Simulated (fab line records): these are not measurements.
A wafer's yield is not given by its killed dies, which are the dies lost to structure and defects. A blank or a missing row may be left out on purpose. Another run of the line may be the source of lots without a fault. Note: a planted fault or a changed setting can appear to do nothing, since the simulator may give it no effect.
Matching of chambers | flow nandHarc | NHARC_A_BLC_STRIP_29 on rieDiel-03 has 4 sister chambers
The step strips in CF4. 4 wafers are shown with their chamber, then 11 later ones without.

## WAFERS WITH THEIR CHAMBER
wafer  | chamber | drypumpMotorCurrentA (A)
L080.5 | 1       | 6.1
L082.1 | 3       | 5.7
L082.3 | 2       | 6.3
L087.1 | 0       | 5.5

## WAFERS WHOSE CHAMBER IS MISSING
wafer  | drypumpMotorCurrentA (A)
L087.2 | 6.1
L087.4 | 6.4
L090.3 | 6.1
L090.5 | 6.1
L090.6 | 5.5
L094.3 | 6.1
L094.5 | 6.4
L094.6 | 5.7
L095.1 | 5.5
L095.2 | 6.1
L095.6 | 6.1

## CHAMBER TAKEN BY EACH
wafer  | from the rows above | in truth
L087.2 | 1                   | 1
L087.4 | 2                   | 2
L090.3 | 1                   | 1
L090.5 | 1                   | 1
L090.6 | 0                   | 0
L094.3 | 1                   | 1
L094.5 | 2                   | 2
L094.6 | 3                   | 3
L095.1 | 0                   | 0
L095.2 | 1                   | 1
L095.6 | 1                   | 1
Correct placement for 11 of the 11. Not placeable from these rows: 0. Placed wrongly: 0.
How it was worked out, from the rows above alone: a wafer's distance from a chamber is the root of the sum, over the readings, of the square of ((its reading less the chamber's mean) divided by the reading's scatter). If the next closest chamber is less than 2 further off than the closest, the wafer can't be placed; otherwise it belongs to the closest. For every chamber, the mean is computed from those of its wafers that are shown. The scatter: with one shown wafer a chamber, the root of the mean of the squares of how far each hidden wafer lies from its nearest shown one.
